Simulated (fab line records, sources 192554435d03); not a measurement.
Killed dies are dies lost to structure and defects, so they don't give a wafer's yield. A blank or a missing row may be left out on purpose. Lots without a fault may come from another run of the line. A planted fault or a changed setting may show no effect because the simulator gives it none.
Split-lot experiment | flow n5_finfet | 7 lots, 21 wafers read, on a route of 1938 steps

THE SPLIT
At N5_BEOL_M0_CUTY_ETCH_63 (etches SOC in N2/H2, target depth 82.7 nm, overetch 16.5 nm, time 124 s), the setting time_s was moved away from the recipe's 124 s on 4 of the 21 wafers read, by +11.2% to +20.8%. The other wafers ran this setting at the recipe's value.

The reading is taken at the split's own step.

THE READING
SiO2_of_BEOL_M0_SAQP_SPACER2_ALD_26.thk_nm (the simulator's own value, which no gauge read), in nm, at N5_BEOL_M0_CUTY_ETCH_63 (etches SOC in N2/H2, target depth 82.7 nm, overetch 16.5 nm, time 124 s). The file gives no usual value for it. The 17 wafers here that ran the recipe average 7.1 nm, standard deviation 0.12 nm.

wafer  | tool, chamber at the split | time_s as run, s | against the recipe | SiO2_of_BEOL_M0_SAQP_SPACER2_ALD_26.thk_nm, nm | against lot-mates on the recipe
L075.1 | rie_diel-02, 1             | 124              | recipe             | 7                                              | -
L075.2 | rie_diel-02, 2,3           | 143.7            | +15.9%             | 6.6                                            | -0.4
L075.6 | rie_diel-02, 2,3           | 143.7            | +15.9%             | 6.6                                            | -0.4
L076.2 | rie_diel-02, 3             | 124              | recipe             | 7                                              | -
L076.4 | rie_diel-02, 0             | 124              | recipe             | 7.2                                            | -
L076.5 | rie_diel-02, 3             | 149.8            | +20.8%             | 6.4                                            | -0.7
L079.1 | rie_diel-01, 0             | 124              | recipe             | 7.2                                            | -
L079.3 | rie_diel-01, 1             | 124              | recipe             | 7                                              | -
L079.6 | rie_diel-01, 1             | 124              | recipe             | 7                                              | -
L081.2 | rie_diel-05, 0             | 124              | recipe             | 7.2                                            | -
L081.3 | rie_diel-05, 2             | 124              | recipe             | 7                                              | -
L081.5 | rie_diel-05, 2             | 124              | recipe             | 7                                              | -
L088.3 | rie_diel-05, 3             | 124              | recipe             | 7                                              | -
L088.5 | rie_diel-05, 2             | 124              | recipe             | 7.2                                            | -
L088.6 | rie_diel-05, 3             | 137.9            | +11.2%             | 6.6                                            | -0.5
L089.1 | rie_diel-02, 2             | 124              | recipe             | 7                                              | -
L089.4 | rie_diel-02, 1             | 124              | recipe             | 7.4                                            | -
L089.6 | rie_diel-02, 1             | 124              | recipe             | 7.2                                            | -
L093.1 | rie_diel-02, 3,0           | 124              | recipe             | 7                                              | -
L093.4 | rie_diel-02, 3,0           | 124              | recipe             | 7                                              | -
L093.3 | rie_diel-02, 1             | 124              | recipe             | 7.2                                            | -
Where a row lists several chambers, the file gives one row for several wafers and doesn't say which wafer went through which chamber.

THE FIT
A straight line over all 21 wafers: SiO2_of_BEOL_M0_SAQP_SPACER2_ALD_26.thk_nm changes by -0.0334 nm for each +1% of time_s; r = -0.89; the points scatter about the line by 0.12 nm.
The same after taking each lot's own level away (the mean of its wafers on the recipe; 21 wafers): -0.0308 nm for each +1%; r = -0.88; scatter 0.11 nm.
On that fit, the largest move of time_s shifts the reading by 0.64 nm.
The lots' own levels span 7.00 to 7.20 nm, that is 1.7 times the standard deviation above.
So the lot-to-lot level changes the slope little: the two slopes agree.
Check: with one of the wafers moved furthest among these (+20.8%) left out of the fit, the line predicts -0.603 nm for it against its lot-mates. It came out at -0.7 nm against them.

OTHER SPLITS ON THESE WAFERS
These wafers also went through other splits before the reading. Each is held against what the fit with the lots' levels taken away leaves over:
other split on the same wafers        | wafers away from the commonest value | r with SiO2_of_BEOL_M0_SAQP_SPACER2_ALD_26.thk_nm (lot level and that fit taken away)
N5_DUMMY_GATE_ETCH_37 source_w        | 6                                    | -0.15
N5_SD_EPI_N_ETCH_35 time_s            | 3                                    | +0.08
N5_SD_EPI_N_ETCH_16 target_depth_a    | 7                                    | +0.02
N5_HKMG_FIN_COAT_43 spin_rpm          | 8                                    | +0.01
N5_HKMG_FIN_ETCH_35 time_s            | 3                                    | +0.08
N5_GATE_CUT_DESCUM_18 time_s          | 10                                   | +0.03
N5_GATE_CUT_ETCH_36 cf4_flow_sccm     | 5                                    | +0.13
N5_MOL_CONTACT_COAG_PECVD_31 temp_c   | 8                                    | +0.21
N5_MOL_CONTACT_COAG_COAT_63 spin_rpm  | 8                                    | -0.14
N5_MOL_CONTACT_COAG_EXPOSE_37 dose_mj | 3                                    | +0.00

THE FILE'S OWN FIT
SiO2_of_BEOL_M0_SAQP_SPACER2_ALD_26.thk_nm changes by -0.0327 nm for each +1% of time_s, r = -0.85.
